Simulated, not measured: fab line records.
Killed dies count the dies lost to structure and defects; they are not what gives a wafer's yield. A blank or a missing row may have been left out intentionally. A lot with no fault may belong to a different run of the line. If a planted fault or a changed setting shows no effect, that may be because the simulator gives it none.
A struck lot beside a sound one	flow n5_finfet	36 steps out of a route of 1938
Sound: these wafers, L883.1, L883.2, L883.5. Wafers struck: L894.3, L894.4, L894.6. At the end, the cause is stated.
Order at every step that has rows: each side's tool, ch and its chambers, its first start. Under that, the readings that differ: sound wafers	struck wafers	difference of the means	sigmas: that difference in standard deviations of wafers without a fault.
alike: a reading whose means differ by less than 2 such deviations, as well as words and numbers matching on both sides. not compared: withheld readings; readings where some wafer has no value; bounds like >300 that might hide an equal value; numbers whose values overlap and for which the record gives no deviation.
Wherever a step has rows on one side only, a row that says differs or no value, or a row with sigmas, the two part there. Numbers that don't overlap but have no deviation are shown without sigmas and don't part them. Lack of a reading on every wafer of one side parts them only where that side has two or more wafers.

first, 9 steps without rows for these wafers: N5_BEOL_M4_ANNEAL_95 (time 240 s); N5_BEOL_M4_SPUTTER_96 (material Cu, target thk 4.5 nm, time 8.29 s); N5_BEOL_M4_ECD_50 (material Cu, target thk 300 nm); N5_BEOL_M4_ANNEAL_51 (time 90 s); N5_BEOL_M4_CMP_52 (polishes, stops on SiOC, t overpolish 6.8 s, target thk 40 nm); N5_BEOL_M4_PRE_CLEAN_60 (time 15 s); N5_BEOL_M4_CO_CAP_55 (material Co, precursor CCTBA/H2, target thk 2 nm, time 102.1 s); N5_BEOL_M4_PRE_CLEAN_56 (time 15 s); N5_BEOL_M4_DEP_57 (deposits SiCN from 3MS/NH3, target thk 8 nm, time 14 s).
N5_BEOL_M4_RC_MEAS_101:
  sound on prober-02 ch 0, day 8 15:35; struck on prober-02 ch 0, day 11 18:38
  alike: DIBL_N, DIBL_P, IOFF_N, IOFF_P, ION_N, ION_P, SS_N, SS_P, VT_N, VT_P
then, 24 steps without rows for these wafers: N5_BEOL_M5_ILD_DEP_00 (deposits SiCOH lowk from DEMS/porogen, target thk 140.64 nm, time 25.9 s); N5_BEOL_M5_CURE_79 (cures SiCOH lowk, time 240 s); N5_BEOL_M5_PECVD_70 (deposits SiO2 from TEOS/O2, target thk 16 nm, time 18 s); N5_BEOL_M5_HM_DEP_02 (deposits TiN, target thk 20 nm); N5_BEOL_M5_COAT_59 (time 60 s, resist thk 60 nm); N5_BEOL_M5_COAT_60 (time 60 s, resist thk 12 nm); N5_BEOL_M5_COAT_71 (time 60 s, resist thk 5 nm); N5_BEOL_M5_COAT_05 (resist thk 30 nm); N5_BEOL_M5_EBR_07; N5_BEOL_M5_SOFTBAKE_06 (time 60 s); N5_BEOL_M5_EXPOSE_08 (exposes mask M5, target cd 28 nm); N5_BEOL_M5_PEB_09 (peb time 60 s); N5_BEOL_M5_DEVELOP_10 (develop time 30 s); N5_BEOL_M5_DESCUM_16 (chemistry O2, time 7 s); N5_BEOL_M5_ETCH_72 (etches underlayer in N2/H2, target depth 6.5 nm, time 5.2 s); N5_BEOL_M5_ETCH_61 (etches SiARC in CF4, target depth 15.6 nm, time 26 s); N5_BEOL_M5_ETCH_62 (etches SOC in N2/H2, target depth 75 nm, overetch 15 nm, time 112.5 s); N5_BEOL_M5_STRIP_63 (strips in N2/H2); N5_BEOL_M5_STRIP_73 (strips in N2/H2); N5_BEOL_M5_STRIP_64 (strips in CF4); N5_BEOL_M5_HM_OPEN_17 (chemistry Cl2/BCl3, target TiN, target depth 20 nm, overetch 6 nm); N5_BEOL_M5_STRIP_19 (strips in O2); N5_BEOL_M5_COAT_65 (time 60 s, resist thk 60 nm); N5_BEOL_M5_COAT_66 (time 60 s, resist thk 12 nm).
-- here the record skips 3 days between the struck wafers' starts before and after, leaving off in module BEOL_M5 and picking up in module BEOL_M14 (first step shown: number 1751 of the route) --
N5_BEOL_M14_ETCH_68: etches SOC in N2/H2, time 450 s.
  sound on rie_diel-05 ch 1,3, day 12 08:41; struck on rie_diel-05 ch 2,3, day 15 04:46
  no value came back on the struck wafers for any of 7 readings (bias_w (W), chamber_pressure_mTorr (mTorr) and others); on the sound wafers bias_w (W) reads 352.3 349.1 347.7
reading	sound	struck	difference	sigmas
model.coat_of_BEOL_M14_COAT_22.thk_nm (nm)	0 0 0	212.6 213.2 212.6	+212.8	
model.SiARC_of_BEOL_M14_COAT_66.thk_nm (nm)	63.2 63.2 64	110 110 110	+47	
  not compared: rf_hours_counter_h
N5_PASSIVATION_PROBE_49:
  sound: prober-02 at day 13 12:55; struck: prober-02 at day 16 11:51
reading	sound	struck	difference	sigmas
defect_limited_yield (%)	91.8 88.1 91.5	0 0 0	-90	-53
killed_at_M4_up	20 20 11	1104 1106 1104	+1088	+99 or more
killed_dies	97 140 100	1180 1180 1180	+1068	+51
killed_on_rim	9 20 11	152 152 152	+139	+31
sort_bin_5_function (%)	4.8 6.6 5.3	96.5 96.8 97.2	+91.3	+76
sort_n_pass	1083 1040 1080	0 0 0	-1068	-51
sort_yield_pct (%)	91.8 88.1 91.5	0 0 0	-90	-50
  alike: killed_at_M0_to_M3, killed_at_contacts, killed_at_front_end, killed_at_other, killed_open, killed_short, sort_bin_6_memory

## WHERE THEY PART
Earliest at N5_BEOL_M14_ETCH_68; latest, in this record, at N5_PASSIVATION_PROBE_49.

WHY: what the simulator had put in
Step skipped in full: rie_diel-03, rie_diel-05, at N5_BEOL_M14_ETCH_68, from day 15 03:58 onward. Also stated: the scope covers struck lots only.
